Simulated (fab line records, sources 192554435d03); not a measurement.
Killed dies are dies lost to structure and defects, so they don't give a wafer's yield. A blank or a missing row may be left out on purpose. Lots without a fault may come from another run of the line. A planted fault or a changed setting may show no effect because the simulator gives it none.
Chamber matching | flow n5_finfet | N5_BEOL_M14_TRENCH_ETCH_34 on rie_diel-03: 4 sister chambers
The step etches SiO2 in C4F8/O2/Ar, target depth 556.65 nm, time 126.9 s. 8 wafers are shown with their chamber, then 8 later ones without.

WAFERS WITH THEIR CHAMBER
wafer  | chamber | rf_vpp_V (V) | showerhead_plenum_p_Torr (Torr)
L078.4 | 1       | 2272         | 3.67
L080.1 | 3       | 2184         | 3.48
L080.6 | 2       | 2156         | 3.29
L082.4 | 3       | 2186         | 3.48
L089.2 | 0       | 2264         | 3.49
L089.4 | 2       | 2158         | 3.28
L089.6 | 0       | 2265         | 3.49
L092.2 | 1       | 2273         | 3.65

WAFERS WITHOUT THEIR CHAMBER
wafer  | rf_vpp_V (V) | showerhead_plenum_p_Torr (Torr)
L092.5 | 2183         | 3.47
L092.6 | 2156         | 3.27
L093.3 | 2265         | 3.49
L093.4 | 2184         | 3.47
L093.5 | 2156         | 3.27
L094.4 | 2156         | 3.27
L094.5 | 2155         | 3.27
L094.6 | 2183         | 3.47

WHICH CHAMBER EACH WENT THROUGH
wafer  | from the rows above | in truth
L092.5 | 3                   | 3
L092.6 | 2                   | 2
L093.3 | 0                   | 0
L093.4 | 3                   | 3
L093.5 | 2                   | 2
L094.4 | 2                   | 2
L094.5 | 2                   | 2
L094.6 | 3                   | 3
Placed correctly: 8 of 8. Can't be placed from these rows: 0. Placed wrongly: 0.
How it was worked out, from the rows above alone: a wafer's distance from a chamber is the root of the sum, over the readings, of the square of ((its reading less the chamber's mean) divided by the reading's scatter). The wafer belongs to the nearest chamber; if the next one is less than 2 further off, it can't be placed. A chamber's mean is the mean of its shown wafers. The scatter: the root of (the sum of the squares of (reading less its chamber's mean) over the shown wafers, divided by (wafers less chambers)).
